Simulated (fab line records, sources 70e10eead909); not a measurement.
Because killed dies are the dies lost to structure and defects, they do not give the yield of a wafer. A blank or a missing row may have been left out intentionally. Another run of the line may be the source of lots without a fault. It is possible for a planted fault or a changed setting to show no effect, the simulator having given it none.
Matching of chambers    flow nandHarc    NHARC_A_M0_CMP_23 on cmp-03 has 4 sister chambers
The step polishes, t overpolish 20 s, target thk 113.75 nm. 4 wafers are shown with their chamber, then 8 later ones without.

== WAFERS, EACH WITH ITS CHAMBER ==
wafer   chamber  motorCurrentA (A)
L424.5  2        13.0
L428.1  0        12.1
L428.2  1        9.7
L429.3  3        12.0

== WAFERS MISSING THEIR CHAMBER ==
wafer   motorCurrentA (A)
L429.4  10.2
L429.5  12.3
L432.2  12.6
L432.3  12.1
L432.4  9.7
L441.1  12.3
L441.4  9.7
L441.5  14.3

== EACH ONE'S CHAMBER ==
wafer   from the rows above           in truth
L429.4  1                             1
L429.5  can't be placed: 0 or 3 or 2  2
L432.2  can't be placed: 2 or 0 or 3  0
L432.3  can't be placed: 0 or 3 or 2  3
L432.4  1                             1
L441.1  can't be placed: 0 or 3 or 2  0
L441.4  1                             1
L441.5  can't be placed: 2 or 0 or 3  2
Correct placement for 3 of the 8. These rows do not allow placing 5 (true chamber among the candidates in 5). Wrongly placed: 0.
How it was worked out, from the rows above alone: a wafer's distance from a chamber is the root of the sum, over the readings, of the square of ((its reading less the chamber's mean) divided by the reading's scatter). The wafer belongs to the nearest chamber; if the next one is less than 2 further off, it can't be placed. Each chamber's mean is taken over the wafers shown for it. The scatter: root of mean squared gap, hidden wafer to nearest shown wafer, with one shown wafer a chamber.
